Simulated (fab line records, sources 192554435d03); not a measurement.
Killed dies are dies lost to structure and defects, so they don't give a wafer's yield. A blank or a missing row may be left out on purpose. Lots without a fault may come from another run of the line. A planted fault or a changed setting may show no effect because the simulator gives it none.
fab line records | flow n5_finfet
record lots=11 wafers=31 last_day=17
route steps=1938 shown BEOL_M2@905 BEOL_M4@1111
lots that met no fault: from a run of the same line without faults
start_h: hours from the record's first day to the start of the lot's first wafer shown | wait_h: hours since the lot's step before | " the same as in the row above | L1.1+2: a row that stands for several wafers | - no value, or no start given | * or withheld: withheld | < > ~ a bound
route shown NAME@n: a module of which the file shows steps, and the number in the route of the first | usual: mean/standard deviation of fault-free wafers | same: alike in all rows | chamber/n: place in a boat | sites: the reading at each site | _std_site: their standard deviation | _edge_site: outer sites' mean less inner sites' | radius_mm: how far each site lies from the wafer's centre | mask NAME#n: copy n | behind: the tool/chamber that last shaped the wafer | hold: why the lot was held/for how many hours/how that ended | device: the transistor (n, p or np) that didn't switch | end of line: the same wafers' tests at the end of the route | a step without rows: its recipe alone | killed: dies lost to structure and defects at the first sort, not the wafer's yield | map: a wafer's dies, x killed, . not, _ none there
set.NAME: the setting as run; set.NAME@STEP: as run at that earlier step | model.NAME: the simulator's own value behind a step, which no gauge read
steps of the route over a sample of lots; a table a step, a row a wafer
services: from which hour (start_h, from the record's first day; less than 0 if before it) a tool's chamber was out of use, for how many hours, and why
## steps
# step N5_BEOL_M2_ANNEAL_49
# recipe temp_c=400 time_s=240 ambient=vacuum
# usual heater_power_w=831/40 susceptor_temp_C_max=400.9/0.36
# columns lot.wafer tool chamber start_h wait_h heater_power_w susceptor_temp_C_max
L188.2 pvd_sputter-03 - 148.66 0.0 910 400.5
L188.3 " - " " 862 400.6
L188.6 " - " " 889 400.6
L189.1 pvd_sputter-01 - 152.15 0.0 826 401.0
L189.3 " - " " 817 401.3
L189.6 " - " " 856 401.0
L192.2 pvd_sputter-03 - 165.39 0.0 905 400.6
L192.6 " - " " 821 400.6
L194.2 pvd_sputter-01 - 198.49 0.0 806 400.7
L194.3 " - " " 825 401.6
L194.6 " - " " 870 400.6
L201.2 pvd_sputter-01 - 230.45 0.0 830 400.9
L201.5 " - " " 869 400.5
L201.6 " - " " 806 401.2
L202.3 pvd_sputter-01 - 242.67 0.0 836 400.9
L202.5 " - " " 862 400.5
L205.3 pvd_sputter-01 - 259.99 0.0 804 401.0
L205.5 " - " " 783 401.2
L205.6 " - " " 849 400.7
L206.2 pvd_sputter-01 - 261.83 0.0 837 400.5
L206.4 " - " " 814 401.0
L206.6 " - " " 820 401.3
L207.1 pvd_sputter-03 - 266.48 0.0 892 400.6
L207.2 " - " " 816 400.6
L207.4 " - " " 850 400.9
L208.1 pvd_sputter-03 - 270.97 0.0 888 400.7
L208.5 " - " " 787 401.2
L208.6 " - " " 880 400.5
L209.2 pvd_sputter-02 - 271.25 0.0 881 401.1
L209.5 " - " " 830 400.8
L209.6 " - " " 876 400.9
# step N5_BEOL_M2_ECD_50
# recipe material=Cu target_thk_a=3000
# columns lot.wafer tool chamber start_h wait_h
L188.2+3+6 ecd_cu-02 0,1,0 150.46 0.1
L189.1+3+6 ecd_cu-01 0 153.96 0.1
L192.2+6 ecd_cu-01 1 167.19 0.1
L194.2+3+6 ecd_cu-01 0,0,1 200.29 0.1
L201.2+5+6 ecd_cu-02 1,1,0 232.25 0.1
L202.3+5 ecd_cu-02 1,0 244.49 0.1
L205.3+5+6 ecd_cu-01 1,0,1 261.80 0.1
L206.2+4+6 ecd_cu-02 1,0,0 263.62 0.1
L207.1+2+4 ecd_cu-01 0,1,1 268.28 0.1
L208.1+5+6 ecd_cu-01 1,0,1 272.77 0.1
L209.2+5+6 ecd_cu-02 1,1,0 273.05 0.1
# step N5_BEOL_M2_CMP_52
# recipe stop_on=SiOC t_overpolish_s=6.8 down_force_psi=1 platen_rpm=50 clearing_platen_down_force_psi=1.5 clearing_platen_rpm=50 post_cmp_clean=cu_alkaline target_thk_nm=40 clearing_platen_pad_velocity_m_s=0.99484 pad_velocity_m_s=0.99484
# usual motor_current_A=6.2/0.63 time_to_endpoint_s=62/5.6
# columns lot.wafer tool chamber start_h wait_h motor_current_A time_to_endpoint_s
L188.3 cmp-03 3 150.87 0.2 7.3 63
L188.2 " 1 " " 5.3 58
L188.6 " 3 " " 6.7 64
L189.1 cmp-03 0 154.41 0.3 5.6 63
L189.3 " 1 " " 5.7 63
L189.6 " 2 " " 5.9 56
L192.2 cmp-03 1 167.69 0.3 5.3 57
L192.6 " 2 " " 6.0 38
L194.2 cmp-03 0 200.67 0.2 5.5 60
L194.3 " 3 " " 7.2 65
L194.6 " 0 " " 5.5 43
L201.2 cmp-03 1 232.90 0.4 5.2 56
L201.6 " 1 " " 5.2 55
L201.5 " 2 " " 5.9 51
L202.3 cmp-01 3 244.90 0.2 6.5 69
L202.5 " 3 " " 6.1 66
L205.3 cmp-02 3 262.24 0.2 5.8 70
L205.6 " 1 " " 6.2 62
L205.5 " 2 " " 5.7 61
L206.2 cmp-01 0 264.24 0.2 6.4 62
L206.4 " 3 " " 6.4 67
L206.6 " 0 " " 6.6 63
L207.2 cmp-01 1 268.70 0.2 6.5 63
L207.4 " 3 " " 6.6 72
L207.1 " 0 " " 6.2 66
L208.1 cmp-02 3 273.14 0.3 5.9 69
L208.6 " 3 " " 6.1 66
L208.5 " 0 " " 5.4 59
L209.2 cmp-03 1 273.50 0.3 5.2 57
L209.5 " 3 " " 7.4 63
L209.6 " 0 " " 5.6 59
# step N5_BEOL_M2_THK_MEAS_53
# recipe thk_meas_gauge=xrf reads=Cu_of_BEOL_M2_ECD_50
# usual M2_THK=39.7/2.2
# columns lot.wafer tool chamber start_h wait_h M2_THK[nm]
L188.2 film_metro-02 - 151.13 - 36.8
L188.3 " - " " 42.8
L188.6 " - " " 40.3
L189.1 film_metro-01 - 154.63 - 37.7
L189.3 " - " " 39.0
L189.6 " - " " 36.7
L192.2 film_metro-02 - 167.88 - 40.6
L192.6 " - " " 38.0
L194.2 film_metro-01 - 200.96 - 39.1
L194.3 " - " " 39.0
L194.6 " - " " 39.6
L201.2 film_metro-01 - 233.19 - 39.6
L201.5 " - " " 37.9
L201.6 " - " " 37.1
L202.3 film_metro-02 - 245.15 - 41.4
L202.5 " - " " 44.0
L205.3 film_metro-01 - 262.46 - 38.1
L205.5 " - " " 43.6
L205.6 " - " " 35.6
L206.2 film_metro-02 - 264.53 - 40.2
L206.4 " - " " 43.5
L206.6 " - " " 41.7
L207.1 film_metro-01 - 268.99 - 40.1
L207.2 " - " " 41.2
L207.4 " - " " 42.4
L208.1 film_metro-01 - 273.44 - 42.2
L208.5 " - " " 40.0
L208.6 " - " " 44.3
L209.2 film_metro-02 - 273.72 - 37.3
L209.5 " - " " 38.2
L209.6 " - " " 39.6
# step N5_BEOL_M2_DEP_57
# recipe material=SiCN target_thk_a=80 temp_c=withheld precursor=3MS/NH3 pressure_torr=3 rf_w=202 time_s=14
# usual showerhead_plenum_p_Torr=3.674/0.0088 throttle_valve_pct=9.3/0.49
# columns lot.wafer tool chamber start_h wait_h showerhead_plenum_p_Torr throttle_valve_pct
L188.2 pecvd-03 1 151.32 0.0 3.679 9.9
L188.3 " 2 " " 3.671 9.2
L188.6 " 1 " " 3.670 10.0
L189.1 pecvd-03 0 154.83 0.0 3.667 9.0
L189.3 " 2 " " 3.655 9.3
L189.6 " 2 " " 3.659 9.1
L192.2 pecvd-04 1 168.15 0.0 3.673 9.7
L192.6 " 1 " " 3.677 9.4
L194.2 pecvd-03 1 201.16 0.0 3.688 10.0
L194.3 " 0 " " 3.666 9.3
L194.6 " 1 " " 3.675 10.3
L201.2 pecvd-04 0 233.38 0.0 3.673 9.1
L201.5 " 1 " " 3.678 9.5
L201.6 " 0 " " 3.667 8.9
L202.3 pecvd-03 0 245.35 0.0 3.664 9.1
L202.5 " 0 " " 3.659 9.0
L205.3 pecvd-01 0 262.65 0.0 3.690 9.7
L205.5 " 2 " " 3.676 9.7
L205.6 " 0 " " 3.692 10.1
L206.2 pecvd-04 2 264.73 0.0 3.676 8.6
L206.4 " 0 " " 3.669 9.0
L206.6 " 2 " " 3.672 8.7
L207.1 pecvd-01 0 269.21 0.0 3.687 10.0
L207.2 " 1 " " 3.678 8.9
L207.4 " 2 " " 3.675 9.5
L208.1 pecvd-04 0 273.64 0.0 3.664 9.4
L208.5 " 0 " " 3.669 8.9
L208.6 " 1 " " 3.689 9.4
L209.2 pecvd-04 2 273.96 0.0 3.684 8.4
L209.5 " 1 " " 3.682 9.3
L209.6 " 0 " " 3.679 9.0
# step N5_BEOL_M4_RC_MEAS_101
# usual DIBL_N=35.9/2.5 DIBL_P=36.0/3 IOFF_N=0.16/0.047 IOFF_P=0.21/0.047 ION_N=671/14 ION_P=460/8.8 SS_N=71.5/0.73 SS_P=73.2/0.91 VT_N=250/4.3 VT_P=-251/3.6
# columns lot.wafer tool chamber start_h wait_h DIBL_N[mV/V] DIBL_P[mV/V] IOFF_N[nA/um] IOFF_P[nA/um] ION_N[uA/um] ION_P[uA/um] SS_N[mV/dec] SS_P[mV/dec] VT_N[mV] VT_P[mV]
L188.2 prober-02 0 182.93 0.2 39.5 41.7 0.27 0.31 692 472 72.5 74.9 240 -245
L188.3 " 0 " " 36.4 37.2 0.17 0.23 671 465 72.1 73.7 247 -248
L188.6 " 0 " " 35.5 36.5 0.18 0.23 690 472 71.3 74.1 243 -249
L189.1 prober-01 0 183.32 0.3 36.9 36.9 0.17 0.21 670 456 71.9 72.8 250 -249
L189.3 " 0 " " 33.8 32.7 0.12 0.16 657 446 71.5 71.5 254 -253
L189.6 " 0 " " 35.2 33.2 0.14 0.17 665 455 71.5 73.1 251 -254
L192.2 prober-02 0 191.38 0.2 37.6 35.2 0.16 0.20 657 450 72.0 73.0 254 -249
L192.6 " 0 " " 34.1 33.2 0.12 0.17 648 447 70.2 72.8 254 -254
L194.2 prober-01 0 217.12 0.2 37.0 35.8 0.16 0.21 681 465 71.8 74.2 251 -250
L194.3 " 0 " " 36.8 35.4 0.15 0.19 667 454 71.2 73.2 251 -254
L194.6 " 0 " " 38.2 36.5 0.17 0.21 674 457 72.0 73.9 247 -252
L201.2 prober-01 0 258.07 0.2 36.1 35.7 0.15 0.22 662 457 72.0 73.1 251 -249
L201.5 " 0 " " 33.1 33.1 0.10 0.18 661 463 71.2 72.2 255 -250
L201.6 " 0 " " 34.8 34.8 0.12 0.20 664 469 71.0 72.6 250 -250
L202.3 prober-01 0 266.86 0.3 37.0 37.6 0.17 0.23 685 471 71.3 73.2 247 -253
L202.5 " 0 " " 38.6 37.4 0.19 0.22 686 466 72.4 73.3 246 -254
L205.3 prober-01 0 280.46 0.3 36.5 36.7 0.16 0.22 681 465 70.9 73.4 250 -249
L205.5 " 0 " " 38.0 36.8 0.18 0.21 690 461 71.8 73.0 250 -252
L205.6 " 0 " " 37.2 38.1 0.17 0.25 676 468 72.1 73.2 250 -249
L206.2 prober-01 0 283.90 0.2 34.3 34.8 0.13 0.19 667 460 71.5 73.0 253 -252
L206.4 " 0 " " 35.8 37.5 0.15 0.22 654 457 71.7 73.7 251 -249
L206.6 " 0 " " 37.4 40.5 0.21 0.29 692 473 72.7 74.5 243 -244
L207.1 prober-01 0 291.36 0.0 35.8 35.4 0.17 0.22 684 471 71.1 73.1 249 -247
L207.2 " 0 " " 38.1 37.6 0.18 0.23 678 467 72.0 73.7 250 -249
L207.4 " 0 " " 35.3 34.9 0.15 0.22 655 456 71.4 73.0 251 -249
L208.1 prober-02 0 300.24 0.0 35.0 35.1 0.13 0.19 655 452 71.1 72.8 255 -252
L208.5 " 0 " " 34.7 34.8 0.15 0.19 681 468 71.2 73.5 251 -250
L208.6 " 0 " " 32.9 32.7 0.10 0.16 656 455 71.0 72.0 259 -254
L209.2 prober-01 0 300.53 0.2 35.2 33.5 0.12 0.16 668 458 71.1 73.0 254 -252
L209.5 " 0 " " 39.7 39.0 0.20 0.25 673 457 73.0 74.5 249 -250
L209.6 " 0 " " 33.6 33.2 0.11 0.16 664 462 70.8 72.2 253 -254
## services
# columns tool chamber start_h hours kind
pvd_sputter-01 - 131.36 1.3 repair
cmp-03 - 142.80 0.4 repair
pecvd-03 2 142.85 5.0 scheduled_down
pecvd-04 - 148.13 1.1 repair
cmp-03 - 153.91 0.3 repair
pecvd-04 2 154.06 2.1 scheduled_down
pecvd-03 1 156.82 2.1 scheduled_down
ecd_cu-02 - 166.90 9.3 pm
pecvd-03 - 169.69 2.8 pm
pecvd-04 - 175.90 0.9 repair
pecvd-01 - 186.49 2.8 pm
cmp-01 - 186.87 1.3 repair
cmp-02 - 196.66 6.3 pm
cmp-03 - 201.25 0.8 repair
ecd_cu-02 - 205.79 1.1 repair
cmp-01 - 210.70 7.7 pm
cmp-03 - 219.62 0.4 repair
cmp-01 - 220.48 4.0 pm
ecd_cu-02 - 234.98 2.4 repair
cmp-03 - 241.11 14.1 pm
cmp-02 - 244.64 4.0 pm
pecvd-03 - 262.39 14.6 pm
pecvd-01 - 271.15 6.0 pm
cmp-01 - 272.34 2.0 repair
## key
first_sign step=N5_BEOL_M2_CMP_52 reading=time_to_endpoint_s direction=down sigmas=3.8 usual=* struck=*
effect none on later readings
met_at N5_BEOL_M2_ECD_50
struck_lots L192,L194
struck_wafers L192.6,L194.6
not_acting_at N5_BEOL_M2_ANNEAL_49,N5_BEOL_M2_THK_MEAS_53,N5_BEOL_M2_DEP_57
onset_between 153.96 167.19
fault kind=process_parameter_drift tool=ecd_cu-01 chamber=- onset_h=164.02 steps=N5_BEOL_M2_ECD_50 channel=target_thk_a offset=* shape=step end_h=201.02 scope=struck_wafers_only acts_in=* stated=*
